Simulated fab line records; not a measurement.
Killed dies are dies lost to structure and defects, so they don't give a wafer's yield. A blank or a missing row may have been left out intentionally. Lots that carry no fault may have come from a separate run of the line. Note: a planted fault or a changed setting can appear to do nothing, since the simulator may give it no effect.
One fault through the eyes of 2 desks :: flow n5Finfet :: what lay behind the numbers comes last; until then each desk has only its own

THE METROLOGY DESK
What the gauges read for every lot (on any tool): the sampled wafers with a number, averaged. Marked OUT: a lot whose mean sits more than 4 standard deviations from the usual mean, which makes it out of limits; the brackets give that distance.
Columns: A = M12_ILD_THK at N5_BEOL_M12_THK_MEAS_01, usual 660 nm
lot: L413
first seen here: day 10 14:51
A: 649

lot: L427
first seen here: day 14 14:14
A: 515 (-16) OUT

lot: L426
first seen here: day 14 16:45
A: 604 (-6.1) OUT

lot: L433
first seen here: day 16 09:08
A: 666
This desk finds L426, L427 out of limits, with the earliest case on L427 at day 14 14:14 (M12_ILD_THK at N5_BEOL_M12_THK_MEAS_01). Within limits: L413, L433.

THE TOOL OWNER'S DESK: pecvd-04
The tool's own readings at N5_BEOL_M12_ILD_DEP_00 (deposits SiOC from DEMS/O2, target thk 658.92 nm, time 130.7 s): means of the sampled wafers that have a number, for each lot that ran on this tool. Marked OUT: a lot whose mean sits more than 4 standard deviations from the usual mean, which makes it out of limits; the brackets give that distance.
Columns: A = heaterPowerW at N5_BEOL_M12_ILD_DEP_00, usual 538 W; B = runLengthS at N5_BEOL_M12_ILD_DEP_00, usual 175.5 s; C = showerheadPlenumPTorr at N5_BEOL_M12_ILD_DEP_00, usual 5.698 Torr; D = throttleValvePct at N5_BEOL_M12_ILD_DEP_00, usual 11.8 %
lot: L413
first seen here: day 10 14:40
A: 567
B: 175.2
C: 5.688
D: 12.5

lot: L427
first seen here: day 14 14:05
A: 523
B: 147.9 (-51) OUT
C: 5.685
D: 12.9

lot: L426
first seen here: day 14 16:37
A: 565
B: 166.5 (-17) OUT
C: 5.695
D: 12.3
This desk's verdict: out of limits on L426, L427, starting with L427 at day 14 14:05 (runLengthS at N5_BEOL_M12_ILD_DEP_00). Within limits: L413.

PUT TOGETHER
The tool owner's desk could have raised an alarm at day 14 14:05, on L426, L427.
At day 14 14:14 the metrology desk could have sounded an alarm, on L426, L427.
All the named lots went through N5_BEOL_M12_ILD_DEP_00 on pecvd-04.

WHAT THE SIMULATOR HAD INSERTED
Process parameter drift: pecvd-04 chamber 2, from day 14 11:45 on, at N5_BEOL_M12_ILD_DEP_00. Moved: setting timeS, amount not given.
Struck lots among those shown: L426, L427.
Time in hours from fault onset to the first out-of-limits reading at each desk: tool owner's desk 2, metrology desk 2.
